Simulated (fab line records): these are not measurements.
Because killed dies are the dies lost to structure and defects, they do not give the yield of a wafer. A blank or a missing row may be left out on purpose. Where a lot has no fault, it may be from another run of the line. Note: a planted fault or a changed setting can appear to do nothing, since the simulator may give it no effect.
Matching of chambers -- flow nand_harc -- NHARC_P_GATE_DESCUM_31 on rie_diel-12: 4 sister chambers
The step chemistry O2, time 3 s. 4 wafers are shown with their chamber, then 12 later ones without.

WAFERS WITH THEIR CHAMBER
wafer,chamber,drypump_motor_current_A (A)
L080.6,3,5.4
L083.5,0,5.2
L089.1,1,5.8
L089.4,2,5.7

WAFERS WHOSE CHAMBER IS MISSING
wafer,drypump_motor_current_A (A)
L091.2,5.8
L091.3,5.4
L091.6,5.2
L094.1,5.7
L094.3,5.4
L094.6,5.2
L096.1,5.8
L096.3,5.6
L096.4,5.4
L097.2,5.4
L097.4,5.7
L097.5,5.4

WHICH CHAMBER EACH ONE RAN IN
wafer,from the rows above,in truth
L091.2,1,1
L091.3,3,3
L091.6,0,0
L094.1,2,2
L094.3,3,3
L094.6,0,0
L096.1,1,1
L096.3,2,2
L096.4,3,3
L097.2,3,3
L097.4,2,2
L097.5,3,3
Correctly placed: 12 of 12. Left unplaced by these rows: 0. Wrongly placed: 0.
How it was worked out, from the rows above alone: a wafer's distance from a chamber is the root of the sum, over the readings, of the square of ((its reading less the chamber's mean) divided by the reading's scatter). If the next closest chamber is less than 2 further off than the closest, the wafer can't be placed; otherwise it belongs to the closest. A chamber's mean is the mean of its shown wafers. The scatter (one wafer shown for each chamber): square how far every hidden wafer sits from the nearest shown wafer, average those squares and take the square root.
